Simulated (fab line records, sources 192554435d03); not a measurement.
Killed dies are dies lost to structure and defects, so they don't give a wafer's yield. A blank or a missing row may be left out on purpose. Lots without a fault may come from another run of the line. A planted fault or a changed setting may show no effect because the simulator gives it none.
Chamber matching | flow n5_finfet | N5_SD_EPI_N_ETCH_35 on rie_diel-03: 4 sister chambers
The step etches SOC in N2/H2, overetch 108 nm, time 486 s. 4 wafers are shown with their chamber, then 7 later ones without.

WAFERS WITH THEIR CHAMBER
wafer  | chamber | showerhead_plenum_p_Torr (Torr)
L076.4 | 2       | 2.61
L084.4 | 0       | 2.59
L088.2 | 3       | 2.49
L088.3 | 1       | 2.48

WAFERS WITHOUT THEIR CHAMBER
wafer  | showerhead_plenum_p_Torr (Torr)
L088.5 | 2.60
L093.2 | 2.48
L093.5 | 2.59
L093.6 | 2.60
L095.1 | 2.49
L095.3 | 2.60
L095.4 | 2.48

WHICH CHAMBER EACH WENT THROUGH
wafer  | from the rows above     | in truth
L088.5 | can't be placed: 2 or 0 | 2
L093.2 | can't be placed: 1 or 3 | 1
L093.5 | 0                       | 0
L093.6 | can't be placed: 2 or 0 | 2
L095.1 | can't be placed: 3 or 1 | 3
L095.3 | can't be placed: 2 or 0 | 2
L095.4 | can't be placed: 1 or 3 | 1
Placed correctly: 1 of 7. Can't be placed from these rows: 6 (the true chamber is among the candidates in 6). Placed wrongly: 0.
How it was worked out, from the rows above alone: a wafer's distance from a chamber is the root of the sum, over the readings, of the square of ((its reading less the chamber's mean) divided by the reading's scatter). The wafer belongs to the nearest chamber; if the next one is less than 2 further off, it can't be placed. A chamber's mean is the mean of its shown wafers. The scatter: with one shown wafer a chamber, the root of the mean of the squares of how far each hidden wafer lies from its nearest shown one.
